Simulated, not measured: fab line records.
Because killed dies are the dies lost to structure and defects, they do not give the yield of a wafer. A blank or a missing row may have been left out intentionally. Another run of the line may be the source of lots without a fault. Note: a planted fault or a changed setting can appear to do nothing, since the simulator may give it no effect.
fab line records	flow nand_harc
[record] lots = 6	wafers = 18	last_day = 31
route steps=1302 shown A_M0@1166 A_M1@1169
lots that met no fault: from a run of the same line without faults
start_h: hours from the record's first day to the start of the lot's first wafer shown	wait_h: how many hours have passed since the lot's step before this one	" repeats the value in the row above	L1.1+2: a row that stands for several wafers	- value missing, or start not given	* or withheld: withheld	< > ~ a bound
route shown NAME@n: names a module that has steps shown in the file, with the first one's number in the route	usual: mean and standard deviation over wafers with no fault	same: alike in all rows	chamber/n: place in a boat	sites: each site's reading	_std_site: their standard deviation	_edge_site: the outer-site mean with the inner-site mean subtracted	radius_mm: for every site, how far away it sits from the centre of the wafer	mask NAME#n: copy n	behind: tool/chamber where the wafer was last shaped	hold: what put the lot on hold/how long, in hours/how the hold closed	device: whichever transistor did not switch (one of n, p or np)	end of line: at the end of the route, the tests of the same wafers	a step without rows: its recipe alone	killed: dies lost to structure and defects at the first sort, not the wafer's yield	map: a wafer's dies, marking killed ones x, the rest . and places with no die _
set.NAME: the run value of the setting; set.NAME@STEP: its run value at that earlier step	model.NAME: the simulator's own value behind a step, which no gauge read
certain route steps with their lots: each step a table, each wafer a row
services: the hour from which a tool's chamber was out of use, counted from the record's first day as start_h (under 0 if before that day), plus the number of hours and why
[[steps]]
[step NHARC_A_M0_INSPECT_27]
[usual] raw_defect_count = 493/87
lot.wafer	tool	chamber	start_h	wait_h	raw_defect_count
L422.2	defect_inspect-02	-	522.06	0.0	496
L422.3	"	-	"	"	608
L422.4	"	-	"	"	544
L428.4	defect_inspect-02	-	602.51	0.0	515
L428.5	"	-	"	"	534
L428.6	"	-	"	"	585
L431.1	defect_inspect-01	-	623.05	0.0	411
L431.4	"	-	"	"	506
L431.5	"	-	"	"	475
L435.1	defect_inspect-02	-	694.43	0.0	447
L435.4	"	-	"	"	484
L435.6	"	-	"	"	479
L441.2	defect_inspect-01	-	710.10	0.0	455
L441.3	"	-	"	"	557
L441.6	"	-	"	"	446
L440.1	defect_inspect-02	-	738.70	0.0	496
L440.2	"	-	"	"	787
L440.4	"	-	"	"	438
[step NHARC_A_M0_PRE_CLEAN_31]
[recipe] time_s = 12	temp_c = 370	rf_power_w = 300	gas = NH3
[usual] heater_power_w = 611/98
[same] time_s = 12
lot.wafer	tool	chamber	start_h	wait_h	heater_power_w
L422.2	pecvd-01	2	522.14	0.1	449
L422.3	"	0	"	"	767
L422.4	"	0	"	"	750
L428.5	pecvd-01	0	603.40	0.9	742
L428.6	"	1	"	"	617
L428.4	"	2	"	"	416
L431.1	pecvd-03	2	623.13	0.1	742
L431.5	"	1	"	"	609
L431.4	"	0	"	"	450
L435.1	pecvd-02	2	694.50	0.1	662
L435.6	"	2	"	"	671
L435.4	"	1	"	"	698
L441.3	pecvd-03	0	710.17	0.1	454
L441.2	"	1	"	"	655
L441.6	"	2	"	"	742
L440.1	pecvd-02	2	738.77	0.1	652
L440.2	"	0	"	"	528
L440.4	"	0	"	"	513
[step NHARC_A_M0_DEP_32]
[recipe] target_thk_a = 300	temp_c = 370	target_thk_nm = 30	pressure_torr = 3	flow_sccm = 200	rf_w = 450	material = SiCN
[usual] heater_power_w = 558/100
lot.wafer	tool	chamber	start_h	wait_h	heater_power_w
L422.2	pecvd-01	2	522.25	0.1	331
L422.3	"	0	"	"	743
L422.4	"	0	"	"	802
L428.5	pecvd-01	0	603.57	0.2	706
L428.6	"	1	"	"	594
L428.4	"	2	"	"	369
L431.1	pecvd-03	2	623.24	0.1	597
L431.5	"	1	"	"	623
L431.4	"	0	"	"	459
L435.1	pecvd-02	2	694.57	0.1	613
L435.6	"	2	"	"	615
L435.4	"	1	"	"	697
L441.3	pecvd-03	0	710.24	0.1	393
L441.2	"	1	"	"	611
L441.6	"	2	"	"	666
L440.1	pecvd-02	2	738.85	0.1	623
L440.2	"	0	"	"	460
L440.4	"	0	"	"	462
[step NHARC_A_M1_DEP_00]
[recipe] target_thk_a = 1825	target_thk_nm = 182.5	temp_c = withheld	pressure_torr = 5	flow_sccm = 200	rf_w = 600	material = SiOC
[step NHARC_A_M1_DEHYDRATE_01]
[recipe] temp_c = 150	time_s = 120
[step NHARC_A_M1_HMDS_02]
[recipe] time_s = 30
[step NHARC_A_M1_COAT_34]
[recipe] temp_c = 200	time_s = 65
[step NHARC_A_M1_COAT_03]
[recipe] spin_rpm = 1500	resist_thk_nm = 90
[step NHARC_A_M1_SOFTBAKE_04]
[recipe] temp_c = 105	time_s = 55
[step NHARC_A_M1_EBR_05]
[step NHARC_A_M1_EXPOSE_06]
[recipe] na = 1.35	target_cd_nm = 120	dose_mj = 75.13	mask_id = A_M1
[step NHARC_A_M1_PEB_07]
[recipe] peb_temp_c = 100	peb_time_s = 65
[step NHARC_A_M1_DEVELOP_08]
[recipe] develop_time_s = 35	dev_temp_c = 23
[usual] chill_plate_temp_C = 22.97/0.097	develop_time_s = 35/0
lot.wafer	tool	chamber	start_h	wait_h	chill_plate_temp_C	develop_time_s
L422.2	litho_track-01	0	523	-	23.11	35
L422.3	"	0	"	"	23.00	35
L422.4	"	0	"	"	22.96	35
L428.4	litho_track-06	0	604	-	23.13	35
L428.5	"	0	"	"	23.00	35
L428.6	"	0	"	"	22.99	35
L431.1	litho_track-06	0	624	-	22.89	35
L431.4	"	0	"	"	23.11	35
L431.5	"	0	"	"	22.87	35
L435.1	litho_track-04	0	695	-	23.02	35
L435.4	"	0	"	"	22.99	35
L435.6	"	0	"	"	22.89	35
L441.2	litho_track-01	-	711	-	-	-
L441.3	"	-	"	"	-	-
L441.6	"	-	"	"	-	-
L440.1	litho_track-06	-	739	-	-	-
L440.2	"	-	"	"	-	-
L440.4	"	-	"	"	-	-
[step NHARC_A_M1_CD_MEAS_09]
[recipe] target_cd_nm = 120	landing_energy_ev = 500
[usual] cd_nm = 120.5/0.63
lot.wafer	tool	chamber	start_h	wait_h	cd_nm
L422.2	cd_sem-03	0	523.45	-	120.7
L422.3	"	0	"	"	121.9
L422.4	"	0	"	"	121.1
L428.4	cd_sem-03	0	604.69	-	120.5
L428.5	"	0	"	"	120.1
L428.6	"	0	"	"	119.9
L431.1	cd_sem-01	0	624.34	-	119.5
L431.4	"	0	"	"	119.6
L431.5	"	0	"	"	119.0
L435.1	cd_sem-02	0	695.80	-	120.2
L435.4	"	0	"	"	120.4
L435.6	"	0	"	"	120.2
L441.2	cd_sem-03	0	711.63	-	-
L441.3	"	0	"	"	-
L441.6	"	0	"	"	-
L440.1	cd_sem-01	0	739.98	-	-
L440.2	"	0	"	"	-
L440.4	"	0	"	"	-
[[services]]
tool	chamber	start_h	hours	kind
litho_track-01	-	505.00	7.0	pm
pecvd-01	0	505.07	-	clean
pecvd-01	1	505.07	-	clean
pecvd-01	2	505.07	-	clean
pecvd-02	0	510.27	3.6	repair
pecvd-03	-	510.30	13.2	repair
litho_track-06	-	529.00	7.0	pm
pecvd-03	-	547.56	13.0	pm
pecvd-03	0	547.56	13.0	vent_cycle
pecvd-03	1	547.56	13.0	vent_cycle
pecvd-03	2	547.56	13.0	vent_cycle
litho_track-04	-	553.00	7.0	pm
pecvd-02	1	559.37	4.9	repair
pecvd-03	0	560.56	-	clean
pecvd-02	-	572.78	1.7	repair
pecvd-02	-	590.01	13.0	pm
pecvd-03	2	598.88	3.7	repair
pecvd-01	-	673.07	13.0	pm
litho_track-01	-	680.00	7.0	pm
litho_track-06	-	704.00	7.0	pm
pecvd-02	0	704.68	9.6	repair
pecvd-02	2	714.10	12.9	repair
litho_track-04	-	728.00	7.0	pm
pecvd-03	-	728.81	13.0	pm
[[key]]
[first_sign] step = NHARC_A_M1_DEVELOP_08	reading = tool_record	direction = missing
effect none on later readings
met_at NHARC_A_M1_DEVELOP_08
struck_wafers L440.1,L440.2,L440.4,L441.2,L441.3,L441.6
later_rows_left_out L440.1,L440.2,L440.4,L441.2,L441.3,L441.6
sort_left_out L440.1,L440.2,L440.4,L441.2,L441.3,L441.6
onset_between 624 711
[fault] kind = skipped_step_whole	tool = litho_track-01,litho_track-06	chamber = -	onset_h = 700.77	steps = NHARC_A_M1_DEVELOP_08	scope = struck_lots_only
// sort_left_out: the simulated sort isn't trusted on such a fault, so these wafers' sort isn't shown, and their yield isn't known
// later_rows_left_out: the simulator's readings of these wafers behind a module that went badly wrong aren't trusted and aren't shown, but for the sort
